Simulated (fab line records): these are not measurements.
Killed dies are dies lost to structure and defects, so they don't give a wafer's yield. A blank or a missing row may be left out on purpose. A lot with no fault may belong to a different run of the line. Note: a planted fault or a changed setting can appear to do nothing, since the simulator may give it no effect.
What tool caused it? | flow nand harc | Sampling: 22 lots, 66 wafers, 6 of 1159 route steps

## WHAT THE GAUGES SHOWED, per wafer
The record lacks any reading of a measuring or inspecting step that a usual standard deviation could be used to judge.

## EACH LOT AND THE TOOL THAT RAN IT (in order: tool; ch and the chambers of the sampled wafers; start)
lot  | NHARC_A_SLIT_ETCH_29               | NHARC_A_WL_FILL_ALD_02              | NHARC_A_CONTACT_DEP_28        | NHARC_A_CONTACT_ETCH_49        | NHARC_A_CONTACT_ETCH_96        | NHARC_A_CONTACT_STRIP_55
L074 | rie diel-10 ch 0,3, day 14 12:08   | ald metal-03 ch 1,2,3, day 14 21:03 | acl dep-01 ch 0, day 16 08:13 | rie diel-13 ch 0,1,2, no start | rie diel-13 ch 0,1,3, no start | rie diel-13 ch 0,1,2, no start
L075 | rie diel-09 ch 0,2,3, day 14 15:29 | ald metal-03 ch 1,2,3, day 15 00:26 | acl dep-02 ch 0, day 16 06:52 | rie diel-13 ch 1,2,3, no start | rie diel-13 ch 0,1,3, no start | rie diel-13 ch 0,1,2, no start
L076 | rie diel-04 ch 0,1,3, day 14 23:53 | ald metal-01 ch 0,2,3, day 15 09:08 | acl dep-03 ch 0, day 16 17:52 | rie diel-01 ch 0,1, no start   | rie diel-01 ch 1,2, no start   | rie diel-06 ch 2,3, no start
L077 | rie diel-10 ch 1,3, day 15 00:01   | ald metal-03 ch 1,2, day 15 08:50   | acl dep-02 ch 0, day 16 14:08 | rie diel-13 ch 1,3, no start   | rie diel-13 ch 0,1, no start   | rie diel-13 ch 0,2,3, no start
L078 | rie diel-09 ch 0,2, day 15 21:16   | ald metal-01 ch 0,1,2, day 16 06:16 | acl dep-03 ch 0, day 17 12:45 | rie diel-13 ch 0,2,3, no start | rie diel-13 ch 1,2,3, no start | rie diel-13 ch 0,1,3, no start
L081 | rie diel-04 ch 0,1, day 16 08:07   | ald metal-03 ch 0,1,2, day 16 19:13 | acl dep-03 ch 0, day 17 22:50 | rie diel-13 ch 0,1,3, no start | rie diel-13 ch 0,1,3, no start | rie diel-13 ch 0,2,3, no start
L080 | rie diel-10 ch 0,1,2, day 16 20:32 | ald metal-03 ch 1,2,3, day 17 05:22 | acl dep-01 ch 0, day 18 08:47 | rie diel-13 ch 0,1,3, no start | rie diel-13 ch 1,2,3, no start | rie diel-13 ch 0,2,3, no start
L083 | rie diel-04 ch 1,2, day 16 22:55   | ald metal-04 ch 0,1,2, day 17 05:31 | acl dep-02 ch 0, day 18 09:37 | rie diel-13 ch 0,1,3, no start | rie diel-13 ch 1,2, no start   | rie diel-13 ch 1,2, no start
L082 | rie diel-10 ch 0,2, day 17 00:36   | ald metal-03 ch 1,3, day 17 09:29   | acl dep-01 ch 0, day 18 16:16 | rie diel-06 ch 0,3, no start   | rie diel-13 ch 0,3, no start   | rie diel-13 ch 0,1,2, no start
L084 | rie diel-10 ch 0,3, day 17 02:17   | ald metal-04 ch 0,2,3, day 17 09:32 | acl dep-02 ch 0, day 18 15:38 | rie diel-13 ch 0,1,2, no start | rie diel-06 ch 0,1,3, no start | rie diel-06 ch 1,2,3, no start
L088 | rie diel-10 ch 0,1,3, day 18 06:31 | ald metal-03 ch 0,1,3, day 18 15:16 | acl dep-01 ch 0, day 20 02:14 | rie diel-06 ch 0,1,2, no start | rie diel-01 ch 1,2,3, no start | rie diel-06 ch 0,2,3, no start
L086 | rie diel-09 ch 1,2,3, day 18 06:42 | ald metal-01 ch 0,1,2, day 18 15:18 | acl dep-01 ch 0, day 19 22:09 | rie diel-01 ch 1,3, no start   | rie diel-01 ch 0,1,3, no start | rie diel-13 ch 0,1,2, no start
L087 | rie diel-04 ch 0,1,2, day 18 08:18 | ald metal-03 ch 0,1,3, day 18 15:30 | acl dep-03 ch 0, day 19 22:09 | rie diel-01 ch 1,2,3, no start | rie diel-01 ch 0,1,3, no start | rie diel-06 ch 0,1,3, no start
L085 | rie diel-09 ch 0,1, day 18 08:40   | ald metal-04 ch 0,2,3, day 18 15:33 | acl dep-02 ch 0, day 20 04:22 | rie diel-13 ch 2,3, no start   | rie diel-13 ch 1,2,3, no start | rie diel-13 ch 0,3, no start
L090 | rie diel-09 ch 0,1,2, day 18 19:01 | ald metal-01 ch 1,2, day 19 04:49   | acl dep-02 ch 0, day 20 11:39 | rie diel-01 ch 0,2, no start   | rie diel-01 ch 0,2, no start   | rie diel-06 ch 0,2, no start
L089 | rie diel-10 ch 0,1,3, day 18 19:26 | ald metal-03 ch 0,2,3, day 19 05:05 | acl dep-01 ch 0, day 20 17:35 | rie diel-13 ch 0,1,2, no start | rie diel-06 ch 0,2,3, no start | rie diel-06 ch 1,2, no start
L091 | rie diel-09 ch 0,1,3, day 18 20:41 | ald metal-04 ch 0,1, day 19 05:10   | acl dep-03 ch 0, day 20 17:28 | rie diel-01 ch 0,2,3, no start | rie diel-06 ch 0,2,3, no start | rie diel-13 ch 0,1, no start
L092 | rie diel-10 ch 0,1,3, day 18 21:07 | ald metal-01 ch 0,1,2, day 19 05:18 | acl dep-03 ch 0, day 21 00:44 | rie diel-13 ch 0,1,2, no start | rie diel-13 ch 1,2,3, no start | rie diel-06 ch 0,1,2, no start
L094 | rie diel-10 ch 1,3, day 19 12:29   | ald metal-03 ch 0,1, day 19 21:40   | acl dep-03 ch 0, day 21 12:42 | rie diel-13 ch 1,2,3, no start | rie diel-06 ch 0,2,3, no start | rie diel-13 ch 2,3, no start
L093 | rie diel-04 ch 0,2,3, day 19 14:13 | ald metal-01 ch 1,2,3, day 19 21:18 | acl dep-02 ch 0, day 21 14:47 | rie diel-13 ch 0,2,3, no start | rie diel-13 ch 0,1,3, no start | rie diel-13 ch 0,2,3, no start
L095 | rie diel-09 ch 0,2,3, day 19 23:23 | ald metal-03 ch 0,3, day 20 08:23   | acl dep-03 ch 0, day 22 01:00 | rie diel-13 ch 0,3, no start   | rie diel-13 ch 0,3, no start   | rie diel-01 ch 1,2, no start
L096 | rie diel-04 ch 0,2,3, day 20 01:04 | ald metal-04 ch 0,2,3, day 20 08:11 | acl dep-02 ch 0, day 22 00:38 | rie diel-01 ch 1,2,3, no start | rie diel-06 ch 0,1,2, no start | rie diel-13 ch 1,2,3, no start
- NHARC_A_SLIT_ETCH_29: etches the open film in CF4/O2, target depth 100 nm, overetch 10 nm, time 55 s.
- NHARC_A_WL_FILL_ALD_02: deposits TiN, target thk 2 nm, pulse time 3 s, ald cycles 100.
- NHARC_A_CONTACT_DEP_28: deposits aC, target thk 3600 nm.
- NHARC_A_CONTACT_ETCH_49: etches the open film in N2/H2, target depth 260 nm, time 475.3 s.
- NHARC_A_CONTACT_ETCH_96: etches the open film in C4F6/O2, target depth 20 nm, time 10 s.
- NHARC_A_CONTACT_STRIP_55: strips in O2.

## AS READ BY THE TOOLS THEMSELVES (means over the sampled wafers that have a number; for cases with no such wafer, the mark the record gives instead)
NHARC_A_SLIT_ETCH_29. Usual: drypump motor current A 5.9 A, standard deviation 0.44; oes_f_703_au 1.000 a.u., standard deviation 0.0042; oes product au 0.999 a.u., standard deviation 0.013; rf vpp V 198.2 V, standard deviation 1.1; showerhead plenum p Torr 1.36 Torr, standard deviation 0.037; throttle valve pct 13.398 %, standard deviation 0.0084.
lot  | tool        | drypump motor current A (A) | oes_f_703_au (a.u.) | oes product au (a.u.) | rf vpp V (V) | showerhead plenum p Torr (Torr) | throttle valve pct (%) | flag
L074 | rie diel-10 | 6.0                         | 0.997               | 1.004                 | 199.1        | 1.39                            | 13.402                 |
L075 | rie diel-09 | 5.5                         | 0.999               | 0.995                 | 198.2        | 1.37                            | 13.400                 |
L076 | rie diel-04 | 6.1                         | 1.002               | 1.002                 | 197.9        | 1.34                            | 13.398                 |
L077 | rie diel-10 | 6.3                         | 0.997               | 1.012                 | 199.5        | 1.41                            | 13.398                 |
L078 | rie diel-09 | 5.2                         | 0.999               | 0.993                 | 199.2        | 1.40                            | 13.394                 |
L081 | rie diel-04 | 6.0                         | 1.001               | 1.001                 | 196.7        | 1.33                            | 13.402                 |
L080 | rie diel-10 | 5.8                         | 1.001               | 1.000                 | 198.4        | 1.36                            | 13.384                 |
L083 | rie diel-04 | 6.1                         | 1.000               | 1.003                 | 198.0        | 1.32                            | 13.407                 |
L082 | rie diel-10 | 6.0                         | 1.004               | 0.995                 | 197.8        | 1.35                            | 13.391                 |
L084 | rie diel-10 | 6.3                         | 0.996               | 1.014                 | 198.9        | 1.40                            | 13.399                 |
L088 | rie diel-10 | 6.0                         | 0.999               | 1.014                 | 199.6        | 1.39                            | 13.397                 |
L086 | rie diel-09 | 5.8                         | 0.996               | 0.997                 | 197.9        | 1.34                            | 13.399                 |
L087 | rie diel-04 | 6.1                         | 0.999               | 1.007                 | 197.6        | 1.33                            | 13.399                 |
L085 | rie diel-09 | 5.6                         | 1.000               | 0.986                 | 198.8        | 1.39                            | 13.401                 |
L090 | rie diel-09 | 5.6                         | 1.000               | 0.985                 | 198.6        | 1.37                            | 13.389                 |
L089 | rie diel-10 | 6.0                         | 1.000               | 1.009                 | 198.7        | 1.39                            | 13.399                 |
L091 | rie diel-09 | 5.9                         | 1.000               | 0.995                 | 198.4        | 1.36                            | 13.404                 |
L092 | rie diel-10 | 6.0                         | 1.000               | 1.015                 | 198.1        | 1.39                            | 13.396                 |
L094 | rie diel-10 | 5.9                         | 1.000               | 1.010                 | 199.1        | 1.39                            | 13.396                 |
L093 | rie diel-04 | 6.2                         | 1.001               | 1.007                 | 197.6        | 1.33                            | 13.392                 |
L095 | rie diel-09 | 5.5                         | 0.996               | 0.998                 | 198.5        | 1.37                            | 13.400                 |
L096 | rie diel-04 | 6.3                         | 1.007               | 1.004                 | 197.6        | 1.33                            | 13.402                 |

NHARC_A_WL_FILL_ALD_02. Usual: heater power w 1042 W, standard deviation 98; precursor pulse height rel 0.999, standard deviation 0.019.
lot  | tool         | heater power w (W) | precursor pulse height rel | flag
L074 | ald metal-03 | 1026               | 0.996                      |
L075 | ald metal-03 | 1020               | 0.981                      |
L076 | ald metal-01 | 1017               | 0.996                      |
L077 | ald metal-03 | 1049               | 1.027                      |
L078 | ald metal-01 | 976                | 1.015                      |
L081 | ald metal-03 | 1072               | 1.009                      |
L080 | ald metal-03 | 1028               | 0.979                      |
L083 | ald metal-04 | 1085               | 0.997                      |
L082 | ald metal-03 | 1053               | 1.016                      |
L084 | ald metal-04 | 1054               | 1.003                      |
L088 | ald metal-03 | 1100               | 0.984                      |
L086 | ald metal-01 | 992                | 0.961                      |
L087 | ald metal-03 | 1104               | 1.002                      |
L085 | ald metal-04 | 1038               | 0.998                      |
L090 | ald metal-01 | 907                | 1.004                      |
L089 | ald metal-03 | 1063               | 1.004                      |
L091 | ald metal-04 | 1120               | 1.001                      |
L092 | ald metal-01 | 990                | 0.991                      |
L094 | ald metal-03 | 1144               | 0.998                      |
L093 | ald metal-01 | 937                | 1.016                      |
L095 | ald metal-03 | 1127               | 0.991                      |
L096 | ald metal-04 | 1030               | 1.013                      |

NHARC_A_CONTACT_DEP_28. Usual: 35.001 % for throttle valve pct, sd 0.0091.
lot  | tool       | throttle valve pct (%) | flag
L074 | acl dep-01 | 35.001                 |
L075 | acl dep-02 | 35.004                 |
L076 | acl dep-03 | 35.004                 |
L077 | acl dep-02 | 34.996                 |
L078 | acl dep-03 | 35.002                 |
L081 | acl dep-03 | 35.005                 |
L080 | acl dep-01 | 34.994                 |
L083 | acl dep-02 | 34.996                 |
L082 | acl dep-01 | 35.001                 |
L084 | acl dep-02 | 34.999                 |
L088 | acl dep-01 | 34.992                 |
L086 | acl dep-01 | 34.996                 |
L087 | acl dep-03 | 35.007                 |
L085 | acl dep-02 | 35.006                 |
L090 | acl dep-02 | 35.006                 |
L089 | acl dep-01 | 35.001                 |
L091 | acl dep-03 | 35.002                 |
L092 | acl dep-03 | 35.000                 |
L094 | acl dep-03 | 34.997                 |
L093 | acl dep-02 | 35.004                 |
L095 | acl dep-03 | 34.994                 |
L096 | acl dep-02 | 35.006                 |

NHARC_A_CONTACT_ETCH_49. Usual: drypump motor current A 5.7 A, standard deviation 0.38; oes product au 1.001 a.u., standard deviation 0.013; rf vpp V 431.1 V, standard deviation 2.4; showerhead plenum p Torr 2.06 Torr, standard deviation 0.083; throttle valve pct 14.170 %, standard deviation 0.0093.
lot  | tool        | drypump motor current A (A) | oes product au (a.u.) | rf vpp V (V) | showerhead plenum p Torr (Torr) | throttle valve pct (%) | flag
L074 | rie diel-13 | 5.7                         | 1.001                 | 429.5        | 2.01                            | 14.173                 |
L075 | rie diel-13 | 5.7                         | 1.003                 | 430.8        | 2.07                            | 14.173                 |
L076 | rie diel-01 | 5.6                         | 1.007                 | 430.9        | 2.06                            | 14.172                 |
L077 | rie diel-13 | 5.8                         | 0.999                 | 431.3        | 2.09                            | 14.167                 |
L078 | rie diel-13 | 5.8                         | 0.996                 | 429.5        | 1.98                            | 14.178                 |
L081 | rie diel-13 | 5.7                         | 0.997                 | 429.6        | 2.02                            | 14.167                 |
L080 | rie diel-13 | 5.7                         | 0.988                 | 429.7        | 2.02                            | 14.172                 |
L083 | rie diel-13 | 5.7                         | 0.994                 | 429.8        | 2.02                            | 14.169                 |
L082 | rie diel-06 | 5.9                         | 0.993                 | 428.8        | 2.01                            | 14.173                 |
L084 | rie diel-13 | 5.7                         | 1.005                 | 430.3        | 2.01                            | 14.169                 |
L088 | rie diel-06 | 5.6                         | 1.005                 | 429.0        | 2.00                            | 14.164                 |
L086 | rie diel-01 | 5.5                         | 1.012                 | 431.2        | 2.02                            | 14.166                 |
L087 | rie diel-01 | 5.5                         | 1.007                 | 431.6        | 2.05                            | 14.170                 |
L085 | rie diel-13 | 5.9                         | 1.007                 | 429.7        | 2.02                            | 14.174                 |
L090 | rie diel-01 | 5.6                         | 0.995                 | 432.0        | 2.08                            | 14.169                 |
L089 | rie diel-13 | 5.7                         | 0.995                 | 432.2        | 2.12                            | 14.168                 |
L091 | rie diel-01 | 5.9                         | 1.002                 | 431.5        | 2.09                            | 14.174                 |
L092 | rie diel-13 | 5.7                         | 0.993                 | 432.5        | 2.12                            | 14.186                 |
L094 | rie diel-13 | 5.7                         | 1.004                 | 431.5        | 2.06                            | 14.167                 |
L093 | rie diel-13 | 5.8                         | 1.007                 | 431.9        | 2.09                            | 14.176                 |
L095 | rie diel-13 | 5.8                         | 1.005                 | 432.0        | 2.10                            | 14.166                 |
L096 | rie diel-01 | 5.6                         | 1.012                 | 431.3        | 2.05                            | 14.170                 |

NHARC_A_CONTACT_ETCH_96. Usual: drypump motor current A 5.7 A, standard deviation 0.39; oes product au 0.960 a.u., standard deviation 0.025; rf vpp V 546.8 V, standard deviation 2.9; showerhead plenum p Torr 3.92 Torr, standard deviation 0.14; throttle valve pct 26.905 %, standard deviation 0.009.
lot  | tool        | drypump motor current A (A) | oes product au (a.u.) | rf vpp V (V) | showerhead plenum p Torr (Torr) | throttle valve pct (%) | flag
L074 | rie diel-13 | 5.7                         | 0.934                 | 546.2        | 3.90                            | 26.911                 |
L075 | rie diel-13 | 5.7                         | 0.959                 | 546.1        | 3.90                            | 26.899                 |
L076 | rie diel-01 | 5.1                         | 0.964                 | 546.8        | 3.88                            | 26.898                 |
L077 | rie diel-13 | 5.6                         | 0.935                 | 547.0        | 3.94                            | 26.900                 |
L078 | rie diel-13 | 5.7                         | 0.958                 | 547.6        | 3.97                            | 26.900                 |
L081 | rie diel-13 | 5.7                         | 0.944                 | 546.1        | 3.89                            | 26.904                 |
L080 | rie diel-13 | 5.8                         | 0.947                 | 548.4        | 3.97                            | 26.906                 |
L083 | rie diel-13 | 5.7                         | 0.939                 | 548.6        | 4.01                            | 26.898                 |
L082 | rie diel-13 | 5.8                         | 0.999                 | 542.4        | 3.75                            | 26.902                 |
L084 | rie diel-06 | 5.7                         | 0.991                 | 545.8        | 3.86                            | 26.903                 |
L088 | rie diel-01 | 5.6                         | 0.962                 | 547.1        | 3.94                            | 26.910                 |
L086 | rie diel-01 | 5.8                         | 0.959                 | 547.4        | 3.95                            | 26.899                 |
L087 | rie diel-01 | 5.8                         | 0.945                 | 548.0        | 3.95                            | 26.908                 |
L085 | rie diel-13 | 5.8                         | 0.953                 | 547.7        | 3.97                            | 26.905                 |
L090 | rie diel-01 | 5.7                         | 0.955                 | 548.6        | 4.00                            | 26.901                 |
L089 | rie diel-06 | 6.0                         | 0.987                 | 545.2        | 3.84                            | 26.903                 |
L091 | rie diel-06 | 6.0                         | 0.992                 | 545.0        | 3.84                            | 26.909                 |
L092 | rie diel-13 | 5.8                         | 0.944                 | 547.2        | 3.96                            | 26.914                 |
L094 | rie diel-06 | 6.0                         | 0.998                 | 545.5        | 3.84                            | 26.906                 |
L093 | rie diel-13 | 5.7                         | 0.966                 | 549.5        | 4.08                            | 26.907                 |
L095 | rie diel-13 | 5.7                         | 0.950                 | 549.8        | 4.13                            | 26.902                 |
L096 | rie diel-06 | 5.6                         | 0.956                 | 544.6        | 3.85                            | 26.907                 |

NHARC_A_CONTACT_STRIP_55. Usual: drypump motor current A 5.8 A, standard deviation 0.31; oes product au 1.000 a.u., standard deviation 0.012; rf vpp V 57.8 V, standard deviation 0.81; showerhead plenum p Torr 3.53 Torr, standard deviation 0.13; throttle valve pct 17.036 %, standard deviation 0.0096.
lot  | tool        | drypump motor current A (A) | oes product au (a.u.) | rf vpp V (V) | showerhead plenum p Torr (Torr) | throttle valve pct (%) | flag
L074 | rie diel-13 | 5.7                         | 0.999                 | 58.8         | 3.48                            | 17.032                 |
L075 | rie diel-13 | 5.7                         | 1.003                 | 57.2         | 3.48                            | 17.040                 |
L076 | rie diel-06 | 6.1                         | 0.995                 | 57.8         | 3.46                            | 17.047                 |
L077 | rie diel-13 | 5.8                         | 1.005                 | 57.9         | 3.44                            | 17.034                 |
L078 | rie diel-13 | 5.7                         | 0.992                 | 57.6         | 3.50                            | 17.036                 |
L081 | rie diel-13 | 5.8                         | 1.002                 | 57.9         | 3.44                            | 17.030                 |
L080 | rie diel-13 | 5.8                         | 1.005                 | 57.5         | 3.44                            | 17.042                 |
L083 | rie diel-13 | 5.7                         | 1.010                 | 58.6         | 3.55                            | 17.048                 |
L082 | rie diel-13 | 5.7                         | 1.001                 | 57.6         | 3.48                            | 17.038                 |
L084 | rie diel-06 | 5.8                         | 1.004                 | 57.6         | 3.46                            | 17.021                 |
L088 | rie diel-06 | 6.0                         | 0.997                 | 57.6         | 3.46                            | 17.050                 |
L086 | rie diel-13 | 5.7                         | 0.986                 | 57.7         | 3.65                            | 17.033                 |
L087 | rie diel-06 | 5.7                         | 0.997                 | 57.1         | 3.46                            | 17.031                 |
L085 | rie diel-13 | 5.8                         | 1.006                 | 58.0         | 3.64                            | 17.034                 |
L090 | rie diel-06 | 5.7                         | 0.986                 | 57.1         | 3.47                            | 17.040                 |
L089 | rie diel-06 | 5.6                         | 1.007                 | 57.4         | 3.45                            | 17.041                 |
L091 | rie diel-13 | 5.6                         | 0.995                 | 58.9         | 3.72                            | 17.035                 |
L092 | rie diel-06 | 5.5                         | 0.999                 | 57.6         | 3.46                            | 17.027                 |
L094 | rie diel-13 | 5.8                         | 0.996                 | 57.6         | 3.50                            | 17.040                 |
L093 | rie diel-13 | 5.8                         | 1.005                 | 58.6         | 3.61                            | 17.044                 |
L095 | rie diel-01 | 5.1                         | 1.020                 | 57.9         | 3.47                            | 17.034                 |
L096 | rie diel-13 | 5.8                         | 1.009                 | 57.8         | 3.56                            | 17.040                 |

## THE ANSWER, worked out from the rows above alone
Rule: a lot is off if the mean of its wafers that have a number lies more than 3 standard deviations from the usual mean. A lot without any number at a reading at which 4 lots or more have one is off too. Where the step has rows for the other lots, those lots are counted as sound. Order of review: gauges by route order, followed by the tools' own readings, for which a lot's mean as printed above is used. The first step at which some lot is off is used, and at that step the reading that is off furthest; a lot without a number counts as furthest.
Nothing can be told from this: no lot is off at any reading shown.

## WHAT WAS PUT IN BY THE SIMULATOR
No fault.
